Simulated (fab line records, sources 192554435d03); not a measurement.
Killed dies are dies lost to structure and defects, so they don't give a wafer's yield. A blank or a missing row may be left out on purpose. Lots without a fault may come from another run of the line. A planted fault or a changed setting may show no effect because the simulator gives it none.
fab line records | flow n5_finfet | part 1 of 2: steps 1 to 4 of 6
record lots=20 wafers=60 last_day=17
route steps=1938 shown MOL_CONTACT_COAG@546
lots that met no fault: from a run of the same line without faults
start_h: hours from the record's first day to the start of the lot's first wafer shown | wait_h: hours since the lot's step before | " the same as in the row above | L1.1+2: a row that stands for several wafers | - no value, or no start given | * or withheld: withheld | < > ~ a bound
route shown NAME@n: a module of which the file shows steps, and the number in the route of the first | usual: mean/standard deviation of fault-free wafers | same: alike in all rows | chamber/n: place in a boat | sites: the reading at each site | _std_site: their standard deviation | _edge_site: outer sites' mean less inner sites' | radius_mm: how far each site lies from the wafer's centre | mask NAME#n: copy n | behind: the tool/chamber that last shaped the wafer | hold: why the lot was held/for how many hours/how that ended | device: the transistor (n, p or np) that didn't switch | end of line: the same wafers' tests at the end of the route | a step without rows: its recipe alone | killed: dies lost to structure and defects at the first sort, not the wafer's yield | map: a wafer's dies, x killed, . not, _ none there
set.NAME: the setting as run; set.NAME@STEP: as run at that earlier step | model.NAME: the simulator's own value behind a step, which no gauge read
steps of the route over a sample of lots; a table a step, a row a wafer
services: from which hour (start_h, from the record's first day; less than 0 if before it) a tool's chamber was out of use, for how many hours, and why
## steps
# step N5_MOL_CONTACT_COAG_PRE_CLEAN_141
# recipe gas=H2/He time_s=60 temp_c=300
# usual heater_power_w=462/35
# columns lot.wafer tool chamber start_h wait_h heater_power_w
L074.2 pvd_sputter-01 - 91.66 1.1 513
L074.3 " - " " 409
L074.4 " - " " 480
L075.3 pvd_sputter-03 - 96.28 0.7 422
L075.5 " - " " 517
L075.6 " - " " 486
L076.2 pvd_sputter-02 - 102.07 1.1 441
L076.5 " - " " 418
L076.6 " - " " 433
L077.2 pvd_sputter-01 - 108.03 0.2 405
L077.5 " - " " 447
L077.6 " - " " 410
L078.1 pvd_sputter-02 - 117.89 1.2 415
L078.3 " - " " 480
L078.6 " - " " 439
L079.3 pvd_sputter-03 - 120.71 1.7 472
L079.5 " - " " 498
L079.6 " - " " 428
L080.1 pvd_sputter-01 - 125.19 0.2 504
L080.4 " - " " 411
L080.5 " - " " 499
L082.1 pvd_sputter-02 - 137.40 0.7 432
L082.2 " - " " 436
L082.4 " - " " 421
L083.4 pvd_sputter-02 - 143.00 0.1 426
L083.5 " - " " 427
L083.6 " - " " 434
L084.3 pvd_sputter-03 - 149.92 0.8 496
L084.4 " - " " 424
L084.5 " - " " 427
L085.2 pvd_sputter-01 - 158.67 1.7 459
L085.3 " - " " 483
L085.6 " - " " 467
L087.2 pvd_sputter-01 - 168.63 1.0 490
L087.3 " - " " 514
L087.6 " - " " 452
L088.1 pvd_sputter-02 - 175.11 1.1 421
L088.2 " - " " 421
L088.4 " - " " 500
L090.1 pvd_sputter-02 - 182.51 0.5 442
L090.4 " - " " 492
L090.6 " - " " 448
L091.1 pvd_sputter-03 - 190.62 1.1 473
L091.3 " - " " 421
L091.4 " - " " 506
L089.1 pvd_sputter-02 - 191.56 1.4 418
L089.4 " - " " 433
L089.6 " - " " 492
L093.1 pvd_sputter-03 - 205.25 1.0 510
L093.5 " - " " 514
L093.6 " - " " 494
L094.2 pvd_sputter-02 - 209.19 0.2 486
L094.3 " - " " 437
L094.5 " - " " 442
L096.2 pvd_sputter-01 - 223.09 0.7 455
L096.3 " - " " 510
L096.4 " - " " 499
L097.2 pvd_sputter-02 - 228.34 0.4 419
L097.3 " - " " 490
L097.6 " - " " 490
# step N5_MOL_CONTACT_COAG_ALD_123
# recipe material=SiNx target_thk_a=50 temp_c=400 ald_precursor_family=SiH2I2 ald_co_reactant=N2/H2-plasma pulse_time_s=1 purge_time_s=2 co_reactant_purge_time_s=2 ald_cycles=100 pressure_torr=2
# usual heater_power_w=829/100 precursor_pulse_height_rel=1.000/0.018
# same ald_cycles=100
# columns lot.wafer tool chamber start_h wait_h heater_power_w precursor_pulse_height_rel
L074.2 ald_sin-01 3 98.09 0.1 734 0.982
L074.3 " 0 " " 877 1.021
L074.4 " 1 " " 817 0.986
L075.3 ald_sin-04 1 101.46 0.0 688 0.979
L075.5 " 2 " " 877 0.965
L075.6 " 1 " " 705 1.013
L076.2 ald_sin-01 2 107.83 0.4 659 1.029
L076.5 " 1 " " 837 1.029
L076.6 " 0 " " 883 1.042
L077.2 ald_sin-01 2 113.70 0.1 666 0.986
L077.5 " 1 " " 819 0.985
L077.6 " 2 " " 689 1.001
L078.1 ald_sin-04 0 123.95 0.0 896 0.970
L078.3 " 1 " " 719 1.001
L078.6 " 1 " " 702 0.985
L079.3 ald_sin-03 2 127.26 0.0 902 0.992
L079.5 " 0 " " 1047 1.014
L079.6 " 3 " " 938 1.029
L080.1 ald_sin-04 3 130.60 0.0 767 1.037
L080.4 " 2 " " 873 0.989
L080.5 " 2 " " 866 0.983
L082.1 ald_sin-04 3 144.07 0.0 770 1.002
L082.2 " 2 " " 892 0.975
L082.4 " 0 " " 879 0.994
L083.4 ald_sin-04 3 147.95 0.0 753 0.996
L083.5 " 0 " " 888 1.000
L083.6 " 3 " " 777 0.997
L084.3 ald_sin-01 2 155.17 0.0 654 0.993
L084.4 " 1 " " 846 0.979
L084.5 " 3 " " 727 1.000
L085.2 ald_sin-03 1 165.15 0.0 930 0.988
L085.3 " 2 " " 906 0.979
L085.6 " 3 " " 929 1.002
L087.2 ald_sin-03 3 174.77 0.0 936 1.011
L087.3 " 2 " " 906 0.976
L087.6 " 3 " " 936 0.984
L088.1 ald_sin-01 1 183.39 1.4 828 1.030
L088.2 " 2 " " 678 0.997
L088.4 " 0 " " 889 0.993
L090.1 ald_sin-01 2 188.30 0.2 666 1.010
L090.4 " 0 " " 881 1.036
L090.6 " 0 " " 874 1.018
L091.1 ald_sin-04 2 196.05 0.1 903 1.011
L091.3 " 1 " " 685 1.014
L091.4 " 0 " " 927 0.984
L089.1 ald_sin-04 1 197.02 0.0 694 1.004
L089.4 " 0 " " 905 0.973
L089.6 " 3 " " 758 0.986
L093.1 ald_sin-01 0 211.59 0.0 897 0.968
L093.5 " 3 " " 723 1.028
L093.6 " 2 " " 674 1.015
L094.2 ald_sin-01 0 216.25 0.0 876 1.034
L094.3 " 2 " " 669 1.019
L094.5 " 2 " " 674 0.991
L096.2 ald_sin-04 3 228.51 0.3 768 1.007
L096.3 " 2 " " 904 1.003
L096.4 " 1 " " 697 1.052
L097.2 ald_sin-01 2 234.08 0.0 689 0.979
L097.3 " 1 " " 814 1.008
L097.6 " 2 " " 685 1.002
# step N5_MOL_CONTACT_COAG_ETCH_90
# recipe chemistry=CF4 target=SiARC target_depth_a=130 mask_material=CAR-EUV time_s=21.7 ion_energy_ev=80 pressure_mtorr=40 source_w=545 bias_w=36 Ar_flow_sccm=100 cf4_flow_sccm=100 ends=cleared
# usual drypump_motor_current_A=5.7/0.38 etch_rf_on_time_s=21.6/0.53 oes_product_au=0.67/0.081 rf_fwd_power_W=531.3/1.7 rf_vpp_V=184.1/1 showerhead_plenum_p_Torr=2.14/0.066 throttle_valve_pct=15.76/0.24
# columns lot.wafer tool chamber start_h wait_h drypump_motor_current_A etch_rf_on_time_s oes_product_au rf_fwd_power_W rf_hours_counter_h rf_vpp_V showerhead_plenum_p_Torr throttle_valve_pct
L074.2 rie_diel-02 1 99.25 0.0 5.5 21.3 0.63 531.0 176 184.4 2.23 15.90
L074.3 " 0 " " 5.3 21.3 0.80 529.0 13 185.7 2.20 15.70
L074.4 " 3 " " 5.8 21.0 0.77 532.5 28 185.0 2.25 15.37
L075.3 rie_diel-04 3 102.74 0.0 5.6 21.7 0.63 530.7 176 184.7 2.15 15.97
L075.5 " 1 " " 5.4 20.6 0.80 533.5 - 183.6 2.17 15.51
L075.6 " 2 " " 6.4 21.9 0.64 532.3 - 182.7 2.05 15.54
L076.2 rie_diel-04 1 109.01 0.0 5.4 20.7 0.80 532.7 29 184.4 2.17 15.50
L076.5 " 1 " " 5.4 20.6 0.81 531.1 - 184.9 2.17 15.51
L076.6 " 0 " " 6.1 22.0 0.69 527.9 - 183.5 2.09 15.58
L077.2 rie_diel-02 3 115.02 0.0 5.7 21.4 0.76 533.1 33 186.2 2.25 15.39
L077.5 " 0 " " 5.3 21.5 0.78 533.5 - 184.5 2.20 15.71
L077.6 " 1 " " 5.5 21.6 0.62 533.0 - 185.1 2.22 15.91
L078.1 rie_diel-02 3 125.10 0.0 5.8 21.1 0.76 532.2 36 185.5 2.25 15.38
L078.3 " 1 " " 5.5 21.2 0.63 529.0 187 185.3 2.22 15.93
L078.6 " 2 " " 5.0 22.0 0.62 526.5 - 183.3 2.15 15.75
L079.3 rie_diel-04 2 128.28 0.0 6.4 22.1 0.64 530.3 168 183.0 2.05 15.58
L079.5 " 0 " " 6.1 22.0 0.67 533.3 - 183.3 2.09 15.59
L079.6 " 3 " " 5.7 21.8 0.63 535.9 - 184.1 2.15 15.94
L080.1 rie_diel-02 0 131.94 0.0 5.3 21.7 0.77 529.7 25 184.4 2.19 15.73
L080.4 " 3 " " 5.8 21.3 0.75 532.4 38 186.2 2.25 15.40
L080.5 " 0 " " 5.3 21.6 0.77 528.9 - 185.6 2.19 15.74
L082.1 rie_diel-06 0 145.09 0.0 5.9 20.7 0.58 529.7 264 184.5 2.18 15.77
L082.2 " 3 " " 5.9 22.0 0.59 529.3 235 182.8 2.11 16.21
L082.4 " 0 " " 5.9 20.9 0.58 531.2 - 183.7 2.18 15.76
L083.4 rie_diel-02 0 148.97 0.0 5.3 21.4 0.76 528.7 31 184.9 2.19 15.75
L083.5 " 0 " " 5.3 21.4 0.77 532.2 - 184.4 2.19 15.76
L083.6 " 1 " " 5.6 21.2 0.62 533.1 - 186.1 2.22 15.95
L084.3 rie_diel-02 3 156.57 0.0 5.7 21.2 0.75 531.3 46 184.5 2.25 15.41
L084.4 " 2 " " 5.0 21.9 0.62 529.8 191 184.1 2.14 15.79
L084.5 " 2 " " 5.0 22.2 0.62 534.8 - 184.0 2.14 15.78
L085.2 rie_diel-06 0 166.30 0.0 6.0 20.8 0.58 529.4 273 185.5 2.17 15.79
L085.3 " 3 " " 5.9 22.0 0.59 529.7 244 183.2 2.11 16.23
L085.6 " 2 " " 5.3 21.4 0.63 532.8 - 183.6 2.04 15.84
L087.2 rie_diel-04 1 176.07 0.0 5.4 20.8 0.77 533.8 54 184.4 2.16 15.56
L087.3 " 0 " " 6.2 21.8 0.67 530.1 106 181.8 2.08 15.62
L087.6 " 2 " " 6.4 22.1 0.61 531.1 - 183.0 2.04 15.60
L088.1 rie_diel-04 1 184.55 0.0 5.4 20.6 0.76 530.7 57 185.8 2.16 15.54
L088.2 " 0 " " 6.1 21.9 0.66 531.2 109 183.9 2.08 15.61
L088.4 " 2 " " 6.4 21.9 0.62 530.8 185 182.8 2.04 15.61
L090.1 rie_diel-06 2 189.31 0.0 5.3 21.5 0.61 534.1 216 182.2 2.04 15.87
L090.4 " 2 " " 5.2 21.5 0.61 533.7 - 181.9 2.04 15.86
L090.6 " 0 " " 6.0 20.9 0.57 530.9 - 184.3 2.17 15.80
L091.1 rie_diel-02 3 197.27 0.0 5.7 20.7 0.73 530.7 62 185.9 2.24 15.45
L091.3 " 2 " " 5.0 21.8 0.61 527.6 206 183.3 2.14 15.82
L091.4 " 0 " " 5.3 21.3 0.74 531.1 51 184.4 2.19 15.78
L089.1 rie_diel-06 2 198.06 0.0 5.3 21.6 0.61 531.2 220 184.0 2.04 15.88
L089.4 " 1 " " 6.1 22.1 0.60 529.8 - 184.5 2.21 16.01
L089.6 " 3 " " 5.9 22.2 0.58 527.8 - 183.9 2.10 16.27
L093.1 rie_diel-06 1 212.91 0.0 6.1 22.3 0.59 529.8 250 185.0 2.20 16.05
L093.5 " 1 " " 6.1 22.2 0.60 531.4 - 184.1 2.20 16.05
L093.6 " 3 " " 5.9 22.8 0.56 531.5 - 183.2 2.10 16.28
L094.2 rie_diel-04 2 217.41 0.0 6.4 22.1 0.61 527.7 198 181.8 2.04 15.63
L094.3 " 0 " " 6.1 22.3 0.65 535.5 117 183.7 2.08 15.65
L094.5 " 1 " " 5.4 20.9 0.75 528.8 - 184.9 2.16 15.59
L096.2 rie_diel-04 0 229.53 0.0 6.1 22.0 0.65 532.8 122 184.2 2.08 15.65
L096.3 " 1 " " 5.4 20.8 0.74 530.2 74 184.8 2.15 15.59
L096.4 " 3 " " 5.6 22.0 0.60 529.7 218 183.7 2.14 16.02
L097.2 rie_diel-06 2 235.10 0.0 5.3 21.5 0.61 530.3 235 183.0 2.03 15.92
L097.3 " 3 " " 5.9 22.0 0.83 528.1 1 182.0 2.10 15.72
L097.6 " 3 " " 5.9 22.0 0.83 532.3 - 183.8 2.10 15.74
# step N5_MOL_CONTACT_COAG_ETCHBACK_135
# recipe chemistry=CHF3 target=SiO2 target_depth_a=250 time_s=16.7 ion_energy_ev=200 pressure_mtorr=30 source_w=610 bias_w=170 Ar_flow_sccm=200 CHF3_flow_sccm=50
# usual drypump_motor_current_A=5.6/0.38 oes_product_au=0.76/0.089 rf_fwd_power_W=598.1/2.6 rf_vpp_V=519/7.7 showerhead_plenum_p_Torr=2.39/0.072 throttle_valve_pct=18.93/0.24
# columns lot.wafer tool chamber start_h wait_h drypump_motor_current_A oes_product_au rf_fwd_power_W rf_hours_counter_h rf_vpp_V showerhead_plenum_p_Torr throttle_valve_pct
L074.2 rie_diel-04 2 99.70 0.0 6.4 0.75 596.6 156 521 2.28 18.63
L074.3 " 3 " " 5.7 0.74 596.5 175 533 2.38 19.04
L074.4 " 1 " " 5.4 0.93 600.9 26 528 2.42 18.67
L075.3 rie_diel-04 2 103.13 0.0 6.4 0.75 596.5 157 523 2.28 18.64
L075.5 " 0 " " 6.1 0.81 599.3 - 524 2.32 18.70
L075.6 " 3 " " 5.7 0.74 595.3 - 533 2.38 19.05
L076.2 rie_diel-02 3 109.46 0.0 5.8 0.87 597.9 31 518 2.52 18.61
L076.5 " 3 " " 5.7 0.88 597.2 - 517 2.52 18.62
L076.6 " 0 " " 5.3 0.92 599.1 - 528 2.45 18.94
L077.2 rie_diel-02 2 115.41 0.0 5.0 0.72 601.4 176 518 2.38 18.79
L077.5 " 1 " " 5.5 0.72 599.9 - 499 2.47 18.99
L077.6 " 2 " " 5.0 0.72 600.0 - 517 2.38 18.80
L078.1 rie_diel-06 0 125.52 0.0 5.9 0.68 595.7 255 517 2.43 18.87
L078.3 " 3 " " 6.0 0.70 595.3 226 521 2.37 19.39
L078.6 " 3 " " 5.9 0.70 592.7 - 521 2.37 19.39
L079.3 rie_diel-02 3 128.74 0.0 5.7 0.86 595.4 38 515 2.52 18.63
L079.5 " 3 " " 5.8 0.87 594.7 - 517 2.52 18.61
L079.6 " 0 " " 5.3 0.91 596.1 - 526 2.44 18.93
L080.1 rie_diel-02 2 132.34 0.0 5.0 0.73 597.7 182 517 2.38 18.80
L080.4 " 1 " " 5.5 0.72 601.3 189 499 2.47 18.99
L080.5 " 1 " " 5.6 0.73 600.8 - 500 2.47 19.00
L082.1 rie_diel-06 2 145.47 0.0 5.3 0.73 602.9 197 517 2.29 19.05
L082.2 " 0 " " 6.0 0.67 597.8 264 517 2.43 18.88
L082.4 " 3 " " 5.9 0.69 600.9 - 523 2.36 19.41
L083.4 rie_diel-02 1 149.35 0.0 5.6 0.72 602.4 196 499 2.46 19.03
L083.5 " 2 " " 5.0 0.71 597.0 - 517 2.38 18.83
L083.6 " 3 " " 5.7 0.85 596.0 - 517 2.51 18.63
L084.3 rie_diel-06 3 157.08 0.0 5.9 0.69 598.6 240 521 2.36 19.43
L084.4 " 3 " " 5.9 0.69 595.0 - 522 2.36 19.43
L084.5 " 2 " " 5.3 0.74 598.9 - 516 2.29 19.06
L085.2 rie_diel-06 2 166.68 0.0 5.3 0.72 599.5 206 517 2.29 19.09
L085.3 " 3 " " 5.9 0.68 592.1 244 523 2.36 19.43
L085.6 " 3 " " 5.9 0.69 593.6 - 522 2.36 19.42
L087.2 rie_diel-02 0 176.55 0.0 5.3 0.87 591.1 43 526 2.44 18.98
L087.3 " 3 " " 5.7 0.84 595.8 55 517 2.51 18.65
L087.6 " 2 " " 5.0 0.71 599.5 - 517 2.37 18.83
L088.1 rie_diel-06 2 184.97 0.0 5.3 0.72 600.1 214 516 2.29 19.07
L088.2 " 0 " " 5.9 0.67 594.6 281 517 2.42 18.92
L088.4 " 0 " " 5.9 0.67 598.3 - 516 2.42 18.93
L090.1 rie_diel-06 0 189.70 0.0 5.9 0.66 594.4 283 516 2.42 18.93
L090.4 " 3 " " 5.9 0.67 593.9 - 520 2.35 19.45
L090.6 " 0 " " 5.9 0.66 593.5 - 515 2.42 18.94
L091.1 rie_diel-06 1 197.80 0.0 6.1 0.69 599.8 244 520 2.45 19.13
L091.3 " 2 " " 5.3 0.70 601.5 220 518 2.28 19.07
L091.4 " 2 " " 5.3 0.71 601.6 - 515 2.28 19.11
L089.1 rie_diel-02 3 198.44 0.0 5.8 0.85 594.7 63 517 2.51 18.66
L089.4 " 2 " " 5.0 0.71 600.6 207 517 2.37 18.85
L089.6 " 0 " " 5.3 0.87 596.9 - 527 2.43 19.00
L093.1 rie_diel-04 3 214.42 0.0 5.7 0.71 596.5 211 532 2.37 19.10
L093.5 " 3 " " 5.7 0.72 594.6 - 532 2.37 19.10
L093.6 " 1 " " 5.4 0.87 602.0 - 527 2.40 18.74
L094.2 rie_diel-04 2 218.43 0.0 6.4 0.71 600.1 198 522 2.27 18.71
L094.3 " 1 " " 5.4 0.86 601.3 69 527 2.40 18.75
L094.5 " 3 " " 5.7 0.71 597.0 - 533 2.37 19.09
L096.2 rie_diel-06 2 229.92 0.0 5.3 0.70 601.8 233 517 2.28 19.13
L096.3 " 1 " " 6.1 0.68 602.6 256 520 2.45 19.14
L096.4 " 0 " " 5.9 1.01 600.0 - 516 2.42 18.47
L097.2 rie_diel-02 3 235.48 0.0 5.7 0.82 597.1 76 517 2.50 18.68
L097.3 " 1 " " 5.5 0.70 602.9 220 499 2.45 19.05
L097.6 " 1 " " 5.5 0.70 602.6 - 499 2.45 19.05
